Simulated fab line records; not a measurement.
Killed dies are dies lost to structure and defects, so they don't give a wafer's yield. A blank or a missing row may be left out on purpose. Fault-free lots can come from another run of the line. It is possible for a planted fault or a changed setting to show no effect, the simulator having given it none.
Comparing a struck lot with a sound one / flow nand harc / 35 out of 1302 route steps
Sound: these wafers, L740.3, L740.4, L740.5. The struck wafers were L748.1, L748.3, L748.5. At the end, the cause is stated.
At each step with rows: each side's tool, then ch and its chambers, then its first start. Under that, the readings that differ: sound wafers / struck wafers / difference of the means / sigmas: that difference in standard deviations of wafers without a fault.
alike: readings whose means differ by less than 2 such deviations, and words and numbers that are the same on both sides. not compared: withheld readings, readings that some wafer has no value for, bounds like >300 that may hide the same value, and numbers for which the record gives no deviation and whose values overlap.
The two part at a step that has a row with sigmas, a row that says differs or no value, or rows on one side only. Numbers that don't overlap but have no deviation are shown without sigmas and don't part them. A reading missing from all wafers of one side parts the sides only when that side holds two or more wafers.

first, 2 steps without rows for these wafers: NHARC_P_GATE_PEB_89 (peb time 85 s); NHARC_P_GATE_DEVELOP_90 (time 70 s).
NHARC_P_GATE_CD_MEAS_91: the cd target is 2000 nm.
  sound on cd sem-03 ch 0, day 9 07:44; struck on cd sem-02 ch 0, day 12 13:53
  alike: cd nm
then, 1 step without rows for these wafers: NHARC_P_GATE_HARDBAKE_92 (time 80 s).
NHARC_P_GATE_DESCUM_93: chemistry O2, time 3 s.
  sound on rie diel-03 ch 2,3, day 9 07:53; struck on rie diel-12 ch 1,3, day 12 14:04
  alike: drypump motor current A, oes product au, rf vpp V, showerhead plenum p Torr, throttle valve pct
  not compared: rf hours counter h
then, 2 steps without rows for these wafers: NHARC_P_GATE_IMPLANT_94; NHARC_P_GATE_STRIP_113 (strips in N2/H2, time 740 s).
NHARC_P_GATE_STRIP_95: strips in O2.
  sound on plasma asher-02 ch 0,1, day 9 08:59; struck on plasma asher-01 ch 0,1, day 12 15:08
  alike: drypump motor current A, heater power w
  not compared: rf hours counter h
then, 1 step without rows for these wafers: NHARC_P_GATE_STRIP_96 (strips in SPM, time 900 s).
NHARC_P_GATE_RTA_64: time 1 s.
  sound on rtp anneal-02 ch 0, day 9 09:37; struck on rtp anneal-01 ch 0, day 12 15:42
  alike: lamp power pct, wafer_temp_C_max
then, 2 steps without rows for these wafers: NHARC_P_GATE_ETCH_77 (etches SiO2 in dHF, target depth 6 nm); NHARC_P_GATE_DEGAS_109 (time 60 s).
NHARC_P_GATE_PRE_CLEAN_110: time 30 s.
  struck on pvd sputter-03, day 12 16:05; sound on pvd sputter-02, day 9 09:55
then, 2 steps without rows for these wafers: NHARC_P_GATE_SPUTTER_78 (material Ni, target thk 10 nm); NHARC_P_GATE_SPUTTER_79 (material TiN, target thk 10 nm).
NHARC_P_GATE_RTA_80: time 30 s.
  sound on rtp anneal-02 ch 0, day 9 10:13; struck on rtp anneal-02 ch 0, day 12 16:21
  alike: lamp power pct, wafer_temp_C_max
then, 2 steps without rows for these wafers: NHARC_P_GATE_STRIP_67 (strips in SPM, time 600 s); NHARC_P_GATE_RTA_82 (time 30 s).
NHARC_P_GATE_INSPECT_68:
  struck on defect inspect-01, day 12 17:11; sound on defect inspect-01, day 9 11:38
  alike: raw defect count
  not compared: hold
NHARC_P_CONTACT_DEP_00: deposits SiO2, target thk 500 nm.
  sound: pecvd-02 ch 1,2; struck: pecvd-03 ch 0,1
  alike: heater power w, throttle valve pct
then, 12 steps without rows for these wafers: NHARC_P_CONTACT_CMP_01 (polishes SiO2, target thk 200 nm); NHARC_P_CONTACT_SRD_03; NHARC_P_CONTACT_DEHYDRATE_04 (time 120 s); NHARC_P_CONTACT_HMDS_05 (time 30 s); NHARC_P_CONTACT_COAT_33 (time 75 s); NHARC_P_CONTACT_COAT_34 (time 65 s); NHARC_P_CONTACT_COAT_06 (resist thk 90 nm); NHARC_P_CONTACT_SOFTBAKE_07 (time 55 s); NHARC_P_CONTACT_EBR_08; NHARC_P_CONTACT_EXPOSE_09 (exposes mask P CA, target cd 90 nm); NHARC_P_CONTACT_PEB_10 (peb time 65 s); NHARC_P_CONTACT_DEVELOP_11 (develop time 35 s).
NHARC_P_CONTACT_CD_MEAS_12: the cd target is 90 nm.
  sound on cd sem-02 ch 0, day 9 13:16; struck on cd sem-03 ch 0, day 12 20:38
  alike: cd nm
NHARC_P_CONTACT_OVL_MEAS_13:
  struck on overlay-02, day 12 20:43; sound on overlay-02, day 9 13:20
  alike: overlay x nm, overlay y nm
NHARC_END_SORT_01:
  the record has rows for the sound wafers here (prober-02 ch 0, day 27 17:40) and none for the struck ones

WHERE THEY PART
Only at NHARC_END_SORT_01, within this record.

WHY: whatever the simulator had introduced
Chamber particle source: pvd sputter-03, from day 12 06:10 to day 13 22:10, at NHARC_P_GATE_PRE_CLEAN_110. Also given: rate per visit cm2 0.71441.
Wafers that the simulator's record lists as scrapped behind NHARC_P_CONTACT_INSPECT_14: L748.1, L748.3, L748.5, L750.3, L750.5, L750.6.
